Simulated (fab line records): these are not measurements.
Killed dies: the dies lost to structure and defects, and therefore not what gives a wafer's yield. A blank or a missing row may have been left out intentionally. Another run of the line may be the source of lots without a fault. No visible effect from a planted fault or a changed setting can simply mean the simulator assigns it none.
fab line records | flow n5-finfet
record: lots: 7 | wafers: 39
route steps=1938 shown MOL_CONTACT_COAG@615
start-h: hours from the record's opening day to when the first of the lot's shown wafers began | wait-h: hours since the lot's step before | " the same as in the row above | L1.1+2: a row that stands for several wafers | - no value, or no start given | * or withheld: withheld | < > ~ a bound
route shown NAME@n: names a module that has steps shown in the file, with the first one's number in the route | usual: mean and standard deviation over wafers with no fault | same: alike in all rows | chamber/n: place in a boat | sites: each site's reading | _std_site: how widely they spread, as a standard deviation | _edge_site: outer sites' mean less inner sites' | radius-mm: for every site, how far away it sits from the centre of the wafer | mask NAME#n: copy n | behind: the most recent tool/chamber to have shaped the wafer | hold: reason for holding the lot/hours on hold/outcome of the hold | device: which transistor (n, p or np) failed to switch | end of line: tests run on the same wafers once the route is complete | a step given without rows: its recipe and nothing more | killed: count of dies lost to structure and defects at first sort (not the wafer's yield) | map: the dies of a wafer, with x for killed, . for not killed, _ for no die there
set.NAME: the setting that was run; set.NAME@STEP: the one run at that earlier step | model.NAME: the simulator's own value behind a step, which no gauge read
lots where settings were altered on purpose, with a table for each step and a row for each wafer
== steps ==
step: N5_MOL_CONTACT_COAG_VIA_ETCH_117
recipe: chemistry: C4F6/O2 | target-depth-a: 400 | overetch-a: 80 | mask-material: SOC | target: SiO2 | bias-w: 455 | pressure-mtorr: 10 | time-s: 26 | source-w: 325 | Ar_flow_sccm: 300 | C4F6_flow_sccm: 10 | O2_flow_sccm: 10 | ion-energy-ev: 575.3 | ends: end-point
lot.wafer        | tool        | chamber     | start-h | wait-h | set.target-depth-a
L076.1+3+4       | rie-diel-03 | 0,1,1       | 116.00  | 0.0    | 386.9
L076.2+5+6       | "           | 2,2,0       | "       | "      | 400
L080.1+2+3+4+5+6 | rie-diel-04 | 1,2,0,3,1,0 | 141.35  | 0.0    | 400
L084.1+2+6       | rie-diel-06 | 3,2,1       | 164.18  | 0.0    | 400
L087.1+3+4       | rie-diel-04 | 3,0,2       | 177.45  | 0.0    | 434.6
L087.2+5+6       | "           | 1,0,1       | "       | "      | 400
L094.1+2+5       | rie-diel-06 | 0,1,1       | 222.03  | 0.0    | 438.8
L094.3+4+6       | "           | 2,3,0       | "       | "      | 400
L095.1+2+3+4+5+6 | rie-diel-06 | 1,2,0,3,1,0 | 225.24  | 0.0    | 400
L096.1+2+3+4+5+6 | rie-diel-03 | 3,1,2,0,2,3 | 234.25  | 0.0    | 400
step: N5_MOL_CONTACT_COAG_ETCH_124
recipe: chemistry: CH3F/O2 | target: SiNx | target-depth-a: 65 | mask-material: SOC | stop-on: SiOC | over-etch-frac: 0.3 | ion-energy-ev: 120 | pressure-mtorr: 30 | source-w: 395 | bias-w: 73 | Ar_flow_sccm: 150 | CH3F_flow_sccm: 30 | O2_flow_sccm: 20 | ends: end-point
lot.wafer | tool        | chamber | start-h | wait-h | set.target-depth-a@MOL_CONTACT_COAG_VIA_ETCH_117 | model.etch.depth-nm
L076.1    | rie-diel-03 | 0       | 116.03  | 0.0    | 386.9                                            | 5.041
L076.2    | "           | 2       | "       | "      | 400                                              | 5.032
L076.3    | "           | 1       | "       | "      | 386.9                                            | 5.027
L076.4    | "           | 1       | "       | "      | 386.9                                            | 5.007
L076.5    | "           | 2       | "       | "      | 400                                              | 5.03
L076.6    | "           | 0       | "       | "      | 400                                              | 5.022
L080.1    | rie-diel-04 | 1       | 141.38  | 0.0    | 400                                              | 5.016
L080.2    | "           | 2       | "       | "      | 400                                              | 4.994
L080.3    | "           | 0       | "       | "      | 400                                              | 5.022
L080.4    | "           | 3       | "       | "      | 400                                              | 5.035
L080.5    | "           | 1       | "       | "      | 400                                              | 5.039
L080.6    | "           | 0       | "       | "      | 400                                              | 5.024
L084.1    | rie-diel-06 | 3       | 164.21  | 0.0    | 400                                              | 5.003
L084.2    | "           | 2       | "       | "      | 400                                              | 5.027
L084.6    | "           | 1       | "       | "      | 400                                              | 4.993
L087.1    | rie-diel-04 | 3       | 177.48  | 0.0    | 434.6                                            | 4.775
L087.2    | "           | 1       | "       | "      | 400                                              | 5.038
L087.3    | "           | 0       | "       | "      | 434.6                                            | 4.797
L087.4    | "           | 2       | "       | "      | 434.6                                            | 4.768
L087.5    | "           | 0       | "       | "      | 400                                              | 5.005
L087.6    | "           | 1       | "       | "      | 400                                              | 5.011
L094.1    | rie-diel-06 | 0       | 222.05  | 0.0    | 438.8                                            | 4.753
L094.2    | "           | 1       | "       | "      | 438.8                                            | 4.783
L094.3    | "           | 2       | "       | "      | 400                                              | 5.045
L094.4    | "           | 3       | "       | "      | 400                                              | 5.025
L094.5    | "           | 1       | "       | "      | 438.8                                            | 4.766
L094.6    | "           | 0       | "       | "      | 400                                              | 5.063
L095.1    | rie-diel-06 | 1       | 225.26  | 0.0    | 400                                              | 4.975
L095.2    | "           | 2       | "       | "      | 400                                              | 4.987
L095.3    | "           | 0       | "       | "      | 400                                              | 5.025
L095.4    | "           | 3       | "       | "      | 400                                              | 4.995
L095.5    | "           | 1       | "       | "      | 400                                              | 5.017
L095.6    | "           | 0       | "       | "      | 400                                              | 4.988
L096.1+4  | rie-diel-03 | 3,0     | 234.28  | 0.0    | 400                                              | 5.024
L096.2    | "           | 1       | "       | "      | 400                                              | 5.017
L096.3    | "           | 2       | "       | "      | 400                                              | 5.025
L096.5    | "           | 2       | "       | "      | 400                                              | 5.009
L096.6    | "           | 3       | "       | "      | 400                                              | 4.991
== key ==
split: step: N5_MOL_CONTACT_COAG_VIA_ETCH_117 | setting: target-depth-a | stated: 400 | by: wafer
response: step: N5_MOL_CONTACT_COAG_ETCH_124 | reading: model.etch.depth-nm | change: -0.0264 | per: 1% | r: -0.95
